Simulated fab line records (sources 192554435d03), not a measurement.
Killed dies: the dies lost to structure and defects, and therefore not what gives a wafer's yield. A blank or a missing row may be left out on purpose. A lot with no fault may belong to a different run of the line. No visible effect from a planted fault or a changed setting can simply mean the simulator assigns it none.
Chamber matching || flow n5Finfet || rieDiel-05 running N5_BEOL_M4_VIA_ETCH_34: 4 sister chambers
The step etches the open film in C4F6/O2, target depth 69.4 nm, time 65.9 s. 4 wafers are shown with their chamber, then 9 later ones without.

## EACH WAFER AND ITS CHAMBER
{"wafer": "L079.6", "chamber": 1, "drypumpMotorCurrentA (A)": 5.6}
{"wafer": "L084.2", "chamber": 3, "drypumpMotorCurrentA (A)": 4.6}
{"wafer": "L090.4", "chamber": 2, "drypumpMotorCurrentA (A)": 5.6}
{"wafer": "L090.5", "chamber": 0, "drypumpMotorCurrentA (A)": 6.2}

## WAFERS WHOSE CHAMBER IS MISSING
{"wafer": "L094.1", "drypumpMotorCurrentA (A)": 5.6}
{"wafer": "L094.2", "drypumpMotorCurrentA (A)": 5.7}
{"wafer": "L094.5", "drypumpMotorCurrentA (A)": 6.2}
{"wafer": "L096.2", "drypumpMotorCurrentA (A)": 5.7}
{"wafer": "L096.3", "drypumpMotorCurrentA (A)": 4.6}
{"wafer": "L096.4", "drypumpMotorCurrentA (A)": 6.2}
{"wafer": "L097.2", "drypumpMotorCurrentA (A)": 5.6}
{"wafer": "L097.4", "drypumpMotorCurrentA (A)": 4.6}
{"wafer": "L097.5", "drypumpMotorCurrentA (A)": 5.6}

## EACH ONE'S CHAMBER
{"wafer": "L094.1", "from the rows above": "can't be placed: 1 or 2", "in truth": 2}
{"wafer": "L094.2", "from the rows above": "can't be placed: 1 or 2", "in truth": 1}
{"wafer": "L094.5", "from the rows above": 0, "in truth": 0}
{"wafer": "L096.2", "from the rows above": "can't be placed: 1 or 2", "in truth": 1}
{"wafer": "L096.3", "from the rows above": 3, "in truth": 3}
{"wafer": "L096.4", "from the rows above": 0, "in truth": 0}
{"wafer": "L097.2", "from the rows above": "can't be placed: 1 or 2", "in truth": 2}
{"wafer": "L097.4", "from the rows above": 3, "in truth": 3}
{"wafer": "L097.5", "from the rows above": "can't be placed: 1 or 2", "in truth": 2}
4 of 9 placed correctly. Can't be placed from these rows: 5 (the true chamber is among the candidates in 5). Number placed wrongly: 0.
How it was worked out, from the rows above alone: a wafer's distance from a chamber is the root of the sum, over the readings, of the square of ((its reading less the chamber's mean) divided by the reading's scatter). If the next closest chamber is less than 2 further off than the closest, the wafer can't be placed; otherwise it belongs to the closest. Each chamber's mean is taken over the wafers shown for it. The scatter: root of mean squared gap, hidden wafer to nearest shown wafer, with one shown wafer a chamber.
